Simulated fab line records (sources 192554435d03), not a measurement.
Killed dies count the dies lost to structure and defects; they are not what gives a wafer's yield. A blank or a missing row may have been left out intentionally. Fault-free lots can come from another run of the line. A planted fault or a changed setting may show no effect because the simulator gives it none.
Split-lot study | flow n5Finfet | 7 lots, 21 wafers read, on a route of 1938 steps

## ABOUT THE SPLIT
At N5_HKMG_FIN_ETCH_54 (etches SiARC in CF4, target depth 45.5 nm, time 75.8 s), the setting sourceW was moved away from the recipe's 545 W on 8 of the 21 wafers read, by -14.3% to +14.7%. All remaining wafers had this setting at the recipe value.

Reading taken at the split's own step.

## THE READING
rfVppV, in V, at N5_HKMG_FIN_ETCH_54 (etches SiARC in CF4, target depth 45.5 nm, time 75.8 s). Fault-free wafers of this fab line usually give 184.3 V, standard deviation 1.3 V.

wafer  | tool, chamber at the split | sourceW as run, W | against the recipe | rfVppV, V | against lot-mates on the recipe
L076.1 | rieDiel-01, 1              | 545               | recipe             | 185.2     | -
L076.2 | rieDiel-01, 2              | 625.1             | +14.7%             | 174.6     | -9.8
L076.5 | rieDiel-01, 2              | 545               | recipe             | 183.7     | -
L077.2 | rieDiel-03, 2              | 545               | recipe             | 183.8     | -
L077.3 | rieDiel-03, 3              | 576.9             | +5.9%              | 182.4     | -1.4
L077.4 | rieDiel-03, 0              | 576.9             | +5.9%              | 179.0     | -4.8
L085.2 | rieDiel-01, 1              | 545               | recipe             | 186.2     | -
L085.3 | rieDiel-01, 3              | 589.4             | +8.1%              | 179.2     | -7.0
L085.5 | rieDiel-01, 2              | 589.4             | +8.1%              | 177.7     | -8.5
L089.1 | rieDiel-03, 2              | 545               | recipe             | 181.9     | -
L089.4 | rieDiel-03, 0              | 545               | recipe             | 182.6     | -
L089.5 | rieDiel-03, 2              | 545               | recipe             | 183.4     | -
L094.2 | rieDiel-01, 2              | 494.6             | -9.2%              | 188.4     | +3.0
L094.4 | rieDiel-01, 0              | 494.6             | -9.2%              | 189.3     | +3.9
L094.6 | rieDiel-01, 0              | 545               | recipe             | 185.4     | -
L096.2 | rieDiel-04, 3              | 545               | recipe             | 187.4     | -
L096.5 | rieDiel-04, 1              | 545               | recipe             | 183.1     | -
L096.6 | rieDiel-04, 2              | 545               | recipe             | 183.9     | -
L097.2 | rieDiel-03, 1              | 545               | recipe             | 184.3     | -
L097.4 | rieDiel-03, 3              | 467.3             | -14.3%             | 195.8     | +12.2
L097.5 | rieDiel-03, 2              | 545               | recipe             | 182.8     | -

THE FIT
A straight line over all 21 wafers: rfVppV changes by -0.665 V for each +1% of sourceW; r = -0.94; the points scatter about the line by 1.5 V.
The same after taking each lot's own level away (the mean of its wafers on the recipe; 21 wafers): -0.686 V for each +1%; r = -0.93; scatter 1.7 V.
On that fit, the largest move of sourceW shifts the reading by 10 V.
Across the lots, their own levels run from 182.63 to 186.20 V, a range of 2.7 times the standard deviation given above.
So the lot-to-lot level changes the slope little: the two slopes agree.
Check: -10.6 V against its lot-mates is what the line predicts for one of the wafers moved furthest among these (+14.7%) when that wafer is left out of the fit. Against them it came out at -9.85 V.
Tool readings at the split's step, against how far the setting was moved: etchRfOnTimeS r = -0.93; rfVppV r = -0.94.

## OTHER SPLITS APPLIED TO THESE WAFERS
Other splits were also applied to these wafers ahead of the reading. Each is held against what the fit with the lots' levels taken away leaves over:
other split on the same wafers    | wafers away from the commonest value | r with rfVppV (lot level and that fit taken away)
N5_FIN_SAQP_COAT_49 spinRpm       | 8                                    | -0.22
N5_FIN_SAQP_EXPOSE_13 doseMj      | 7                                    | +0.36
N5_FIN_SAQP_FIN_ETCH_36 biasW     | 6                                    | -0.09
N5_FIN_CUT_COAT_19 spinRpm        | 6                                    | -0.52
N5_DUMMY_GATE_HM_DEP_06 timeS     | 12                                   | +0.03
N5_DUMMY_GATE_COAT_28 spinRpm     | 8                                    | -0.44
N5_SD_EPI_N_ETCH_16 targetDepthA  | 8                                    | -0.30
N5_SD_EPI_N_EPI_21 tempC          | 6                                    | +0.22
N5_SD_EPI_P_EPI_21 epiGrowthTimeS | 6                                    | +0.10

## THE WHOLE CHAIN: every reading that the file lists as answering this split, in the file's order
step                | what it does                                           | reading       | change (the file's fit)              | r (the file's)
N5_HKMG_FIN_ETCH_54 | etches SiARC in CF4, target depth 45.5 nm, time 75.8 s | etchRfOnTimeS | withheld for each +1% of the setting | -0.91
N5_HKMG_FIN_ETCH_54 | etches SiARC in CF4, target depth 45.5 nm, time 75.8 s | rfVppV        | -0.714 V for each +1% of the setting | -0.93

## FILE'S OWN FIT
rfVppV changes by -0.714 V for each +1% of sourceW, r = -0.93.
